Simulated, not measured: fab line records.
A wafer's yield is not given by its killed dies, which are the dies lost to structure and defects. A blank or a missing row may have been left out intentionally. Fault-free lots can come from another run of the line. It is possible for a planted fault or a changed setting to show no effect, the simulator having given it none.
fab line records	flow n5-finfet
[record] lots = 7	wafers = 21
route steps=1938 shown SDB@350 HKMG_FIN@428 GATE_CUT@510 BEOL_M0@715 BEOL_M1@789 BEOL_M4@1047
start-h: start of the lot's first displayed wafer, in hours after the record's first day	wait-h: hours since the lot's step before	" identical to the entry in the row above	L1.1+2: several wafers, shown together as one row	- no value present, or no start provided	* or withheld: withheld	< > ~ a bound
route shown NAME@n: names a module that has steps shown in the file, with the first one's number in the route	usual: mean and standard deviation over wafers with no fault	same: alike in all rows	chamber/n: place in a boat	sites: the reading at each site	_std_site: standard deviation of those values	_edge_site: mean of outer sites minus mean of inner sites	radius-mm: for every site, how far away it sits from the centre of the wafer	mask NAME#n: copy n	behind: the most recent tool/chamber to have shaped the wafer	hold: why the lot went on hold/how many hours it stayed there/how the hold came to an end	device: names the non-switching transistor (n, p or np)	end of line: at the end of the route, the tests of the same wafers	a step given without rows: its recipe and nothing more	killed: dies lost to structure and defects at the first sort, not the wafer's yield	map: per-die view of a wafer (x killed, . not killed, _ where there is no die)
set.NAME: the setting the step ran with; set.NAME@STEP: the setting that earlier step ran with	model.NAME: the simulator's own value behind a step, which no gauge read
lots where settings were altered on purpose, with a table for each step and a row for each wafer
[[steps]]
[step N5_SDB_COAT_05]
[recipe] resist = CAR-ArF	spin-rpm = 1500	resist-thk-nm = 90
lot.wafer	tool	chamber	start-h	wait-h	set.spin-rpm	model.CAR-ArF_of_SDB_COAT_05.thk-nm
L074.3	litho-track-01	0	-	-	1500	90.2
L074.4	"	0	"	"	1500	90.4
L074.5	"	0	"	"	1500	90
L076.1	litho-track-01	0	-	-	1500	90.2
L076.4	"	0	"	"	1500	90.4
L076.6	"	0	"	"	1594	87.2
L080.2+6	litho-track-02	0	-	-	1553	89
L080.5	"	0	"	"	1500	90.4
L081.3	litho-track-02	0	-	-	1500	90.2
L081.4	"	0	"	"	1632	86.4
L081.6	"	0	"	"	1632	86.6
L088.1+2+5	litho-track-03	0	-	-	1500	89.8
L090.1	litho-track-03	0	-	-	1500	89.8
L090.4	"	0	"	"	1361	94.4
L090.6	"	0	"	"	1361	94
L097.1	litho-track-03	0	-	-	1500	89.6
L097.2	"	0	"	"	1500	89.8
L097.5	"	0	"	"	1587	86.8
[step N5_SDB_EBR_07]
[recipe] solvent = PGMEA	ebr-width-mm = 1.5
[step N5_SDB_SOFTBAKE_06]
[recipe] temp-c = 110	time-s = 60	resist = CAR-ArF
[step N5_SDB_DESCUM_16]
[recipe] chemistry = O2	time-s = 7.9	source-power-w = 50	bias-power-w = 20	pressure-mtorr = 20	rf-frequency-hz = 2.712e+07	temp-c = 40	resist = CAR-ArF	o2-flow-sccm = 225
lot.wafer	tool	chamber	start-h	wait-h	set.spin-rpm@SDB_COAT_05	model.CAR-ArF_of_SDB_COAT_05.thk-nm
L074.3+5	rie-diel-01	3,2	70.92	0.1	1500	83.6
L074.4	"	2	"	"	1500	84
L076.1+4	rie-diel-04	2,1	76.92	0.2	1500	83.8
L076.6	"	0	"	"	1594	80.8
L080.2+6	rie-diel-04	3,2	101.08	0.1	1553	82.4
L080.5	"	1	"	"	1500	83.8
L081.3	rie-diel-05	3	109.67	0.4	1500	83.6
L081.4	"	1	"	"	1632	80
L081.6	"	2	"	"	1632	80.2
L088.1+2	rie-diel-01	1,0	153.38	0.0	1500	83.2
L088.5	"	0	"	"	1500	83.4
L090.1	rie-diel-04	2	160.50	0.1	1500	83.4
L090.4	"	3	"	"	1361	88
L090.6	"	0	"	"	1361	87.4
L097.1	rie-diel-05	2	206.15	0.1	1500	83.2
L097.2	"	0	"	"	1500	83.4
L097.5	"	3	"	"	1587	80.2
[step N5_SDB_ETCH_17]
[recipe] chemistry = CF4	target = SiARC	target-depth-a = 234	mask-material = CAR-ArF	time-s = 39	ion-energy-ev = 80	pressure-mtorr = 40	source-w = 545	bias-w = 36	Ar_flow_sccm = 100	cf4-flow-sccm = 100	ends = cleared
[step N5_SDB_ETCH_18]
[recipe] chemistry = N2/H2	target = SOC	target-depth-a = 1000	overetch-a = 200	mask-material = SiARC	temp-c = 40	time-s = 150	ion-energy-ev = 200	pressure-mtorr = 30	source-w = 840	bias-w = 150	n2-flow-sccm = 200	h2-flow-sccm = 200
lot.wafer	tool	chamber	start-h	wait-h	set.spin-rpm@SDB_COAT_03	model.etch.depth-nm
L074.3	rie-diel-01	3	70.99	0.0	1500	99.91
L074.4+5	"	2	"	"	1376	104.1
L076.1	rie-diel-04	2	76.99	0.0	1500	99.92
L076.4	"	1	"	"	1352	104.9
L076.6	"	0	"	"	1352	105.5
L080.2	rie-diel-04	3	101.15	0.0	1500	99.93
L080.5	"	1	"	"	1393	103.8
L080.6	"	2	"	"	1393	103.7
L081.3	rie-diel-05	3	109.74	0.0	1500	99.85
L081.4	"	1	"	"	1500	100.3
L081.6	"	2	"	"	1500	100.2
L088.1	rie-diel-01	1	153.45	0.0	1500	99.31
L088.2	"	0	"	"	1500	98.92
L088.5	"	0	"	"	1500	99.11
L090.1	rie-diel-04	2	160.57	0.0	1556	98.02
L090.4	"	3	"	"	1556	97.83
L090.6	"	0	"	"	1556	98.05
L097.1	rie-diel-05	2	206.22	0.0	1500	100.1
L097.2	"	0	"	"	1500	99.98
L097.5	"	3	"	"	1500	99.69
[step N5_SDB_STRIP_19]
[recipe] chemistry = N2/H2	temp-c = 40	n2-flow-sccm = 200	h2-flow-sccm = 200	rf-frequency-hz = 6e+07
[step N5_SDB_STRIP_21]
[recipe] chemistry = CF4	resist = SiARC	power-w = 300	bias-power-w = 75	pressure-mtorr = 50	cf4-flow-sccm = 150	rf-frequency-hz = 6e+07
[step N5_SDB_HM_OPEN_20]
[recipe] chemistry = CH3F/O2	target = SiNx	mask-material = SOC	target-depth-a = 240	stop-on = poly-Si	over-etch-frac = 0.4	ion-energy-ev = 120	pressure-mtorr = 30	source-w = 395	bias-w = 73	Ar_flow_sccm = 150	CH3F_flow_sccm = 30	O2_flow_sccm = 20
[step N5_SDB_STRIP_22]
[recipe] chemistry = N2/H2	power-w = 1000	temp-c = 250	h2-frac = 0.65	overash-fraction = 0.3	pressure-mtorr = withheld	n2-flow-sccm = 1750	h2-flow-sccm = 3250
[usual] strip-time-to-endpoint-s = 96.2/0.41
lot.wafer	tool	chamber	start-h	wait-h	set.spin-rpm@SDB_COAT_03	strip-time-to-endpoint-s
L074.3	plasma-asher-01	1	71.27	0.1	1500	95.8
L074.4	"	0	"	"	1376	100.0
L074.5	"	1	"	"	1376	100.0
L076.1	plasma-asher-01	1	77.22	0.1	1500	96.4
L076.4	"	0	"	"	1352	100.8
L076.6	"	1	"	"	1352	101.0
L080.2	plasma-asher-02	0	101.38	0.1	1500	96.0
L080.5	"	1	"	"	1393	99.7
L080.6	"	0	"	"	1393	100.0
L081.3	plasma-asher-02	1	110.07	0.1	1500	96.0
L081.4	"	0	"	"	1500	96.9
L081.6	"	1	"	"	1500	96.6
L088.1	plasma-asher-01	0	153.69	0.1	1500	95.4
L088.2	"	1	"	"	1500	95.2
L088.5	"	0	"	"	1500	95.3
L090.1	plasma-asher-02	1	160.82	0.1	1556	94.5
L090.4	"	0	"	"	1556	94.0
L090.6	"	0	"	"	1556	94.0
L097.1	plasma-asher-02	1	206.46	0.1	1500	96.5
L097.2	"	0	"	"	1500	96.5
L097.5	"	1	"	"	1500	96.1
[step N5_HKMG_FIN_PEB_10]
[recipe] peb-temp-c = withheld	peb-time-s = 60	resist = CAR-ArF
lot.wafer	tool	chamber	start-h	wait-h	set.peb-time-s
L074.3+4	litho-track-04	0	79.82	0.0	60
L074.5	"	0	"	"	66.7
L076.1+4+6	litho-track-04	0	86.41	0.1	60
L080.2+6	litho-track-01	0	110.02	0.0	60
L080.5	"	0	"	"	54.52
L081.3+4+6	litho-track-04	0	119.26	0.0	73.49
L088.1+2+5	litho-track-05	0	162.20	0.1	60
L090.1+4+6	litho-track-01	0	169.85	0.1	60
L097.1+5	litho-track-05	0	215.29	0.1	66.68
L097.2	"	0	"	"	60
[step N5_HKMG_FIN_DEVELOP_11]
[recipe] develop-time-s = 30	developer = TMAH	resist = CAR-ArF	dev-temp-c = 23	rinse-liquid = diw	dry = air-spin
[step N5_HKMG_FIN_CD_MEAS_12]
[recipe] target-cd-nm = 92.8	landing-energy-ev = 500	detector = se-inlens
[usual] cd-nm = 93.2/0.6
lot.wafer	tool	chamber	start-h	wait-h	set.peb-time-s@HKMG_FIN_PEB_10	cd-nm
L074.3	cd-sem-03	0	79.89	-	60	93.2
L074.4	"	0	"	"	60	93.8
L074.5	"	0	"	"	66.7	96.4
L076.1	cd-sem-02	0	86.48	-	60	92.9
L076.4	"	0	"	"	60	92.8
L076.6	"	0	"	"	60	92.9
L080.2	cd-sem-01	0	110.09	-	60	93.5
L080.5	"	0	"	"	54.52	89.8
L080.6	"	0	"	"	60	92.7
L081.3	cd-sem-01	0	119.33	-	73.49	100.0
L081.4	"	0	"	"	73.49	100.3
L081.6	"	0	"	"	73.49	99.9
L088.1	cd-sem-01	0	162.27	-	60	94.7
L088.2	"	0	"	"	60	93.7
L088.5	"	0	"	"	60	94.7
L090.1	cd-sem-03	0	169.91	-	60	92.8
L090.4	"	0	"	"	60	92.3
L090.6	"	0	"	"	60	92.3
L097.1	cd-sem-03	0	215.36	-	66.68	98.1
L097.2	"	0	"	"	60	93.1
L097.5	"	0	"	"	66.68	97.6
[step N5_HKMG_FIN_DESCUM_17]
[recipe] chemistry = O2	time-s = 7.9	source-power-w = 50	bias-power-w = 20	pressure-mtorr = 20	rf-frequency-hz = 2.712e+07	temp-c = 40	resist = CAR-ArF	o2-flow-sccm = 225
lot.wafer	tool	chamber	start-h	wait-h	set.time-s	model.CAR-ArF_of_HKMG_FIN_COAT_06.thk-nm
L074.3+4	rie-diel-01	0,1	80.14	0.2	8.74	83.2
L074.5	"	0	"	"	7.9	83.8
L076.1+6	rie-diel-05	2	86.57	0.0	7.9	84
L076.4	"	3	"	"	7.9	83.8
L080.2+5	rie-diel-05	3,2	110.18	0.0	8.977	82.8
L080.6	"	3	"	"	7.9	83.4
L081.3	rie-diel-01	3	119.55	0.2	7.9	83.4
L081.4	"	1	"	"	7.9	83.6
L081.6	"	0	"	"	8.752	83
L088.1	rie-diel-01	1	162.36	0.0	7.9	83.2
L088.2	"	2	"	"	7.9	83.4
L088.5	"	2	"	"	7.9	83.6
L090.1+6	rie-diel-04	2	170.12	0.1	7.9	83.6
L090.4	"	0	"	"	6.746	84.2
L097.1	rie-diel-04	3	215.47	0.1	7.9	83.4
L097.2+5	"	0,1	"	"	8.604	83
[step N5_HKMG_FIN_ETCH_31]
[recipe] chemistry = CF4	target = SiARC	target-depth-a = 455	mask-material = CAR-ArF	time-s = 75.8	ion-energy-ev = 80	pressure-mtorr = 40	source-w = 545	bias-w = 36	Ar_flow_sccm = 100	cf4-flow-sccm = 100	ends = cleared
lot.wafer	tool	chamber	start-h	wait-h	set.time-s@HKMG_FIN_DESCUM_17	model.CAR-ArF_of_HKMG_FIN_COAT_06.thk-nm
L074.3	rie-diel-01	0	80.17	0.0	8.74	50.4
L074.4	"	1	"	"	8.74	50.8
L074.5	"	0	"	"	7.9	51.2
L076.1+6	rie-diel-05	2	86.60	0.0	7.9	51.2
L076.4	"	3	"	"	7.9	50.8
L080.2+5	rie-diel-05	3,2	110.21	0.0	8.977	50.2
L080.6	"	3	"	"	7.9	50.8
L081.3	rie-diel-01	3	119.58	0.0	7.9	50.8
L081.4	"	1	"	"	7.9	51
L081.6	"	0	"	"	8.752	50.4
L088.1	rie-diel-01	1	162.39	0.0	7.9	50.6
L088.2	"	2	"	"	7.9	50.8
L088.5	"	2	"	"	7.9	51
L090.1	rie-diel-04	2	170.15	0.0	7.9	51
L090.4	"	0	"	"	6.746	52
L090.6	"	2	"	"	7.9	51.2
L097.1	rie-diel-04	3	215.50	0.0	7.9	50.8
L097.2+5	"	0,1	"	"	8.604	50.2
[step N5_GATE_CUT_ALD_22]
[recipe] material = SiNx	target-thk-a = 160	temp-c = 400	ald-precursor-family = SiH2I2	ald-co-reactant = N2/H2-plasma	pulse-time-s = 1	ald-cycles = 320	purge-time-s = 2	co-reactant-purge-time-s = 2	pressure-torr = 2
lot.wafer	tool	chamber	start-h	wait-h	set.ald-cycles	model.SiNx_of_GATE_CUT_ALD_22.thk-nm
L074.3	ald-sin-04	3	89.76	0.0	320	15.8
L074.4	"	0	"	"	320	16
L074.5	"	0	"	"	340	16.8
L076.1	ald-sin-04	3	96.01	0.3	320	15.8
L076.4+6	"	2,1	"	"	320	16
L080.2+6	ald-sin-01	0,2	119.61	0.0	286	14.4
L080.5	"	1	"	"	286	14.2
L081.3	ald-sin-02	3	128.92	0.0	320	16
L081.4+6	"	0,2	"	"	277	13.8
L088.1	ald-sin-04	2	171.98	0.0	320	16.2
L088.2+5	"	1,0	"	"	320	16
L090.1+4+6	ald-sin-04	0,1,1	180.06	0.8	320	16
L097.1+2	ald-sin-02	1,2	224.76	0.0	320	16
L097.5	"	1	"	"	288	14.4
[step N5_BEOL_M0_ETCH_138]
[recipe] chemistry = CH3F/O2	target-depth-a = 120	target = SiCN	time-s = 31.6	ion-energy-ev = 120	pressure-mtorr = 30	source-w = 395	bias-w = 75	Ar_flow_sccm = 150	CH3F_flow_sccm = 30	O2_flow_sccm = 20	ends = cleared
[usual] rf-vpp-V = 298.5/1.2
lot.wafer	tool	chamber	start-h	wait-h	set.source-w	rf-vpp-V
L074.3	rie-diel-04	3	117.30	0.0	395	295.3
L074.4	"	1	"	"	395	298.7
L074.5	"	0	"	"	395	300.0
L076.1	rie-diel-05	0	131.22	0.0	395	300.1
L076.4	"	3	"	"	341.5	313.3
L076.6	"	3	"	"	395	299.4
L080.2	rie-diel-05	0	155.36	0.0	356.3	309.0
L080.5	"	0	"	"	395	299.8
L080.6	"	3	"	"	395	299.7
L081.3	rie-diel-01	3	157.72	0.0	395	298.3
L081.4	"	2	"	"	395	297.9
L081.6	"	1	"	"	431.9	290.7
L088.1	rie-diel-01	0	200.49	0.0	395	299.8
L088.2	"	3	"	"	395	298.1
L088.5	"	0	"	"	395	297.5
L090.1	rie-diel-01	1	215.69	0.0	395	299.1
L090.4	"	0	"	"	326.2	318.5
L090.6	"	0	"	"	395	298.7
L097.1	rie-diel-05	0	252.57	0.0	395	298.0
L097.2	"	2	"	"	395	299.1
L097.5	"	3	"	"	395	299.2
[step N5_BEOL_M1_DESCUM_33]
[recipe] chemistry = O2	time-s = 7	source-power-w = 50	bias-power-w = 20	pressure-mtorr = 20	rf-frequency-hz = 2.712e+07	temp-c = 40	resist = CAR-EUV	o2-flow-sccm = 225
lot.wafer	tool	chamber	start-h	wait-h	set.time-s	model.CAR-EUV_of_BEOL_M1_COAT_22.thk-nm
L074.3+5	rie-diel-03	0,1	126.26	0.0	7	26.2
L074.4	"	2	"	"	5.571	27
L076.1+6	rie-diel-03	1,3	144.50	0.0	7.766	25.6
L076.4	"	2	"	"	7	26
L080.2	rie-diel-02	2	167.72	0.0	7.722	25.8
L080.5	"	2	"	"	7	26.2
L080.6	"	1	"	"	7.722	25.6
L081.3+4	rie-diel-02	3,2	167.99	0.0	7	26.2
L081.6	"	0	"	"	6.511	26.4
L088.1+2	rie-diel-02	3,0	205.24	0.0	7	26
L088.5	"	0	"	"	7	25.8
L090.1+4+6	rie-diel-02	2,0,2	224.85	0.0	7	26
L097.1	rie-diel-06	2	259.36	0.0	7	26.2
L097.2	"	0	"	"	7	26
L097.5	"	1	"	"	7.984	25.6
[step N5_BEOL_M1_ETCH_77]
[recipe] chemistry = N2/H2	target = underlayer	target-depth-a = 65	mask-material = CAR-EUV	time-s = 5.2	ion-energy-ev = 200	pressure-mtorr = 30	source-w = 840	bias-w = 150	n2-flow-sccm = 200	h2-flow-sccm = 200	ends = cleared
lot.wafer	tool	chamber	start-h	wait-h	set.time-s@BEOL_M1_DESCUM_33	model.CAR-EUV_of_BEOL_M1_COAT_22.thk-nm
L074.3+5	rie-diel-03	0,1	126.29	0.0	7	20.4
L074.4	"	2	"	"	5.571	21.2
L076.1	rie-diel-03	1	144.54	0.0	7.766	20
L076.4	"	2	"	"	7	20.2
L076.6	"	3	"	"	7.766	19.8
L080.2+6	rie-diel-02	2,1	167.76	0.0	7.722	20
L080.5	"	2	"	"	7	20.4
L081.3+4	rie-diel-02	3,2	168.03	0.0	7	20.4
L081.6	"	0	"	"	6.511	20.6
L088.1+2	rie-diel-02	3,0	205.28	0.0	7	20.2
L088.5	"	0	"	"	7	20
L090.1+4+6	rie-diel-02	2,0,2	224.89	0.0	7	20.2
L097.1+2	rie-diel-06	2,0	259.40	0.0	7	20.4
L097.5	"	1	"	"	7.984	19.8
[step N5_BEOL_M1_ETCH_69]
[recipe] chemistry = CF4	target = SiARC	target-depth-a = 156	mask-material = CAR-EUV	time-s = 26	ion-energy-ev = 80	pressure-mtorr = 40	source-w = 545	bias-w = 36	Ar_flow_sccm = 100	cf4-flow-sccm = 100	ends = cleared
lot.wafer	tool	chamber	start-h	wait-h	set.time-s@BEOL_M1_DESCUM_33	model.CAR-EUV_of_BEOL_M1_COAT_22.thk-nm
L074.3+5	rie-diel-03	0,1	126.31	0.0	7	11.2
L074.4	"	2	"	"	5.571	12
L076.1	rie-diel-03	1	144.56	0.0	7.766	10.8
L076.4	"	2	"	"	7	11
L076.6	"	3	"	"	7.766	10.6
L080.2+6	rie-diel-02	2,1	167.77	0.0	7.722	10.8
L080.5	"	2	"	"	7	11.2
L081.3+4	rie-diel-02	3,2	168.04	0.0	7	11.2
L081.6	"	0	"	"	6.511	11.4
L088.1+2	rie-diel-02	3,0	205.29	0.0	7	11
L088.5	"	0	"	"	7	10.8
L090.1	rie-diel-02	2	224.91	0.0	7	11.2
L090.4+6	"	0,2	"	"	7	11
L097.1	rie-diel-06	2	259.41	0.0	7	11.2
L097.2	"	0	"	"	7	11
L097.5	"	1	"	"	7.984	10.6
[step N5_BEOL_M1_ALD_98]
[recipe] material = SiO2	target-thk-a = 25	temp-c = 100	ald-precursor-family = BDEAS	ald-co-reactant = O2-plasma	pulse-time-s = 1	co-reactant-pulse-time-s = 1	purge-time-s = 2	co-reactant-purge-time-s = 2	ald-cycles = 17	pressure-torr = 2
[step N5_BEOL_M1_ETCHBACK_99]
[recipe] chemistry = CHF3	target = SiO2	target-depth-a = 50	time-s = 10.4	source-w = 215	bias-w = 47	Ar_flow_sccm = 200	CHF3_flow_sccm = 12	ion-energy-ev = 100	pressure-mtorr = 30
lot.wafer	tool	chamber	start-h	wait-h	set.time-s@BEOL_M1_DESCUM_33	model.CAR-EUV_of_BEOL_M1_COAT_22.thk-nm
L074.3	rie-diel-03	1	126.56	0.1	7	10.6
L074.4	"	0	"	"	5.571	11.2
L074.5	"	2	"	"	7	10.4
L076.1+6	rie-diel-06	0,1	147.70	3.0	7.766	10
L076.4	"	1	"	"	7	10.2
L080.2+6	rie-diel-02	1,3	171.28	3.1	7.722	10
L080.5	"	2	"	"	7	10.4
L081.3+4	rie-diel-06	2,3	171.32	3.1	7	10.6
L081.6	"	2	"	"	6.511	10.6
L088.1+2+5	rie-diel-02	3,2,2	210.94	5.5	7	10.2
L090.1+6	rie-diel-06	2,3	226.50	1.5	7	10.4
L090.4	"	2	"	"	7	10.2
L097.1+2	rie-diel-02	0,2	268.23	8.7	7	10.4
L097.5	"	0	"	"	7.984	9.8
[step N5_BEOL_M4_COAT_67]
[recipe] resist = SOC	temp-c = 250	time-s = 60	spin-rpm = 1500	resist-thk-nm = 60
lot.wafer	tool	chamber	start-h	wait-h	set.spin-rpm	model.SOC_of_BEOL_M4_COAT_67.thk-nm
L074.3	litho-track-05	0	161.99	0.0	1500	60
L074.4+5	"	0	"	"	1500	59.8
L076.1	litho-track-04	0	180.07	0.0	1366	63
L076.4	"	0	"	"	1366	63.2
L076.6	"	0	"	"	1500	60.2
L080.2	litho-track-04	0	201.64	0.0	1500	60
L080.5	"	0	"	"	1429	61.6
L080.6	"	0	"	"	1500	59.8
L081.3+6	litho-track-05	0	202.97	0.0	1443	61.2
L081.4	"	0	"	"	1500	60
L088.1+2+5	litho-track-04	0	250.18	0.0	1500	59.8
L090.1+6	litho-track-04	0	254.75	0.0	1426	61.6
L090.4	"	0	"	"	1500	60.2
L097.1+2+5	litho-track-05	0	306.26	0.0	1500	59.8
[[key]]
[split] step = N5_SDB_COAT_05	setting = spin-rpm	stated = 1500	by = wafer
[response] step = N5_SDB_COAT_05	reading = model.CAR-ArF_of_SDB_COAT_05.thk-nm	change = -0.46	per = 1%	r = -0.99
[response] step = N5_SDB_DESCUM_16	reading = model.CAR-ArF_of_SDB_COAT_05.thk-nm	change = -0.452	per = 1%	r = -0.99
[split] step = N5_HKMG_FIN_PEB_10	setting = peb-time-s	stated = 60	by = wafer
[response] step = N5_HKMG_FIN_CD_MEAS_12	reading = cd-nm	change = +0.351	per = 1%	r = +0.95
[split] step = N5_HKMG_FIN_DESCUM_17	setting = time-s	stated = 7.9	by = wafer
[response] step = N5_HKMG_FIN_DESCUM_17	reading = model.CAR-ArF_of_HKMG_FIN_COAT_06.thk-nm	change = -0.0456	per = 1%	r = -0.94
[response] step = N5_HKMG_FIN_ETCH_31	reading = model.CAR-ArF_of_HKMG_FIN_COAT_06.thk-nm	change = -0.0543	per = 1%	r = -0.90
[split] step = N5_GATE_CUT_ALD_22	setting = ald-cycles	stated = 320	by = wafer
[response] step = N5_GATE_CUT_ALD_22	reading = model.SiNx_of_GATE_CUT_ALD_22.thk-nm	change = +0.16	per = 1%	r = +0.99
[split] step = N5_BEOL_M0_ETCH_138	setting = source-w	stated = 395	by = wafer
[response] step = N5_BEOL_M0_ETCH_138	reading = rf-vpp-V	change = -1.02	per = 1%	r = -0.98
[split] step = N5_BEOL_M1_DESCUM_33	setting = time-s	stated = 7	by = wafer
[response] step = N5_BEOL_M1_DESCUM_33	reading = model.CAR-EUV_of_BEOL_M1_COAT_22.thk-nm	change = -0.0386	per = 1%	r = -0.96
[response] step = N5_BEOL_M1_ETCH_77	reading = model.CAR-EUV_of_BEOL_M1_COAT_22.thk-nm	change = -0.0378	per = 1%	r = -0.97
[response] step = N5_BEOL_M1_ETCH_69	reading = model.CAR-EUV_of_BEOL_M1_COAT_22.thk-nm	change = -0.0362	per = 1%	r = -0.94
[response] step = N5_BEOL_M1_ETCHBACK_99	reading = model.CAR-EUV_of_BEOL_M1_COAT_22.thk-nm	change = -0.0327	per = 1%	r = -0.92
[split] step = N5_BEOL_M4_COAT_67	setting = spin-rpm	stated = 1500	by = wafer
[response] step = N5_BEOL_M4_COAT_67	reading = model.SOC_of_BEOL_M4_COAT_67.thk-nm	change = -0.322	per = 1%	r = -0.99
split outside-this-file step=N5_SDB_COAT_03 setting=spin-rpm
// split outside-this-file: this setting was split too, and the file shows its column; the key of that split is in another file
